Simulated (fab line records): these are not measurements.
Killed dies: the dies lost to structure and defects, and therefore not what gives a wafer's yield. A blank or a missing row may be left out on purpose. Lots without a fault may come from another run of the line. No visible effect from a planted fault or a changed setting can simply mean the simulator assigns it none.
Matching of chambers / flow n5_finfet / rie_diel-04 running N5_BEOL_M7_ETCH_65: 4 sister chambers
The step etches SiARC in CF4, target depth 15.6 nm, time 26 s. 14 wafers are shown with their chamber, then 7 later ones without.

== WAFERS WITH THEIR CHAMBER ==
wafer=L077.1; chamber=2; drypump_motor_current_A (A)=6.1; throttle_valve_pct (%)=16.0; showerhead_plenum_p_Torr (Torr)=2.20
wafer=L077.3; chamber=3; drypump_motor_current_A (A)=5.2; throttle_valve_pct (%)=15.6; showerhead_plenum_p_Torr (Torr)=2.21
wafer=L077.5; chamber=0; drypump_motor_current_A (A)=5.6; throttle_valve_pct (%)=15.7; showerhead_plenum_p_Torr (Torr)=2.11
wafer=L081.2; chamber=2; drypump_motor_current_A (A)=6.1; throttle_valve_pct (%)=16.1; showerhead_plenum_p_Torr (Torr)=2.20
wafer=L081.4; chamber=3; drypump_motor_current_A (A)=5.3; throttle_valve_pct (%)=15.6; showerhead_plenum_p_Torr (Torr)=2.21
wafer=L081.5; chamber=0; drypump_motor_current_A (A)=5.6; throttle_valve_pct (%)=15.7; showerhead_plenum_p_Torr (Torr)=2.11
wafer=L084.1; chamber=3; drypump_motor_current_A (A)=5.3; throttle_valve_pct (%)=15.6; showerhead_plenum_p_Torr (Torr)=2.21
wafer=L084.3; chamber=0; drypump_motor_current_A (A)=5.6; throttle_valve_pct (%)=15.7; showerhead_plenum_p_Torr (Torr)=2.11
wafer=L084.4; chamber=2; drypump_motor_current_A (A)=6.1; throttle_valve_pct (%)=16.1; showerhead_plenum_p_Torr (Torr)=2.20
wafer=L086.1; chamber=1; drypump_motor_current_A (A)=6.5; throttle_valve_pct (%)=15.4; showerhead_plenum_p_Torr (Torr)=2.14
wafer=L086.2; chamber=0; drypump_motor_current_A (A)=5.6; throttle_valve_pct (%)=15.7; showerhead_plenum_p_Torr (Torr)=2.11
wafer=L086.5; chamber=1; drypump_motor_current_A (A)=6.5; throttle_valve_pct (%)=15.4; showerhead_plenum_p_Torr (Torr)=2.13
wafer=L089.2; chamber=0; drypump_motor_current_A (A)=5.6; throttle_valve_pct (%)=15.7; showerhead_plenum_p_Torr (Torr)=2.10
wafer=L089.4; chamber=1; drypump_motor_current_A (A)=6.5; throttle_valve_pct (%)=15.4; showerhead_plenum_p_Torr (Torr)=2.13

SIGNATURES (averages over the wafers above)
reading=drypump_motor_current_A; chamber 0=5.600; chamber 1=6.500; chamber 2=6.100; chamber 3=5.267; scatter within a chamber=0.0258
reading=throttle_valve_pct; chamber 0=15.700; chamber 1=15.400; chamber 2=16.067; chamber 3=15.600; scatter within a chamber=0.0258
reading=showerhead_plenum_p_Torr; chamber 0=2.1080; chamber 1=2.1333; chamber 2=2.2000; chamber 3=2.2100; scatter within a chamber=0.00383
Rule: a wafer lies at a distance from a chamber equal to the root of the sum of squares, over the readings, of (its reading less the chamber's mean, divided by the reading's scatter). If the next closest chamber is less than 2 further off than the closest, the wafer can't be placed; otherwise it belongs to the closest. The scatter is the square root of a quotient: the sum, over the shown wafers, of each reading's squared deviation from its chamber's mean, divided by wafers minus chambers.

== WAFERS WITHOUT THEIR CHAMBER ==
wafer=L089.6; drypump_motor_current_A (A)=5.6; throttle_valve_pct (%)=15.7; showerhead_plenum_p_Torr (Torr)=2.10
wafer=L090.1; drypump_motor_current_A (A)=6.5; throttle_valve_pct (%)=15.4; showerhead_plenum_p_Torr (Torr)=2.13
wafer=L090.5; drypump_motor_current_A (A)=5.3; throttle_valve_pct (%)=15.6; showerhead_plenum_p_Torr (Torr)=2.21
wafer=L090.6; drypump_motor_current_A (A)=5.6; throttle_valve_pct (%)=15.7; showerhead_plenum_p_Torr (Torr)=2.10
wafer=L097.1; drypump_motor_current_A (A)=5.6; throttle_valve_pct (%)=15.7; showerhead_plenum_p_Torr (Torr)=2.10
wafer=L097.4; drypump_motor_current_A (A)=6.5; throttle_valve_pct (%)=15.5; showerhead_plenum_p_Torr (Torr)=2.13
wafer=L097.5; drypump_motor_current_A (A)=6.1; throttle_valve_pct (%)=15.6; showerhead_plenum_p_Torr (Torr)=2.19

== CHAMBER TAKEN BY EACH ==
wafer=L089.6; from the rows above=0; in truth=0
wafer=L090.1; from the rows above=1; in truth=1
wafer=L090.5; from the rows above=3; in truth=3
wafer=L090.6; from the rows above=0; in truth=0
wafer=L097.1; from the rows above=0; in truth=0
wafer=L097.4; from the rows above=1; in truth=1
wafer=L097.5; from the rows above=2; in truth=2
7 of 7 placed correctly. Can't be placed from these rows: 0. 0 placed wrongly.
